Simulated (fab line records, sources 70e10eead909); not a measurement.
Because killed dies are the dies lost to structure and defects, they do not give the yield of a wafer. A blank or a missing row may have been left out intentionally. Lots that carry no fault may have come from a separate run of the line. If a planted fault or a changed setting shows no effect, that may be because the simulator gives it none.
Matching of chambers    flow nand_harc    4 sister chambers for NHARC_A_STAIRCASE_DESCUM_443 on rie_diel-08
The step chemistry O2, time 3 s. 4 wafers are shown with their chamber, then 8 later ones without.

## WAFERS, EACH WITH ITS CHAMBER
wafer   chamber  drypump_motor_current_A (A)
L082.1  1        6.6
L091.1  2        5.6
L091.3  0        5.3
L092.2  3        6.4

## WAFERS MISSING THEIR CHAMBER
wafer   drypump_motor_current_A (A)
L092.3  6.5
L092.6  5.6
L094.3  5.6
L094.4  6.4
L094.6  6.4
L095.2  6.4
L095.4  5.3
L095.6  5.6

## EACH ONE'S CHAMBER
wafer   from the rows above      in truth
L092.3  can't be placed: 1 or 3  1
L092.6  2                        2
L094.3  2                        2
L094.4  3                        3
L094.6  3                        3
L095.2  3                        3
L095.4  0                        0
L095.6  2                        2
Placed correctly: 7 of 8. Can't be placed from these rows: 1 (the true chamber is among the candidates in 1). Wrongly placed: 0.
How it was worked out, from the rows above alone: a wafer's distance from a chamber is the root of the sum, over the readings, of the square of ((its reading less the chamber's mean) divided by the reading's scatter). The wafer belongs to the nearest chamber; if the next one is less than 2 further off, it can't be placed. A chamber's mean is the mean of its shown wafers. The scatter (one wafer shown for each chamber): square how far every hidden wafer sits from the nearest shown wafer, average those squares and take the square root.
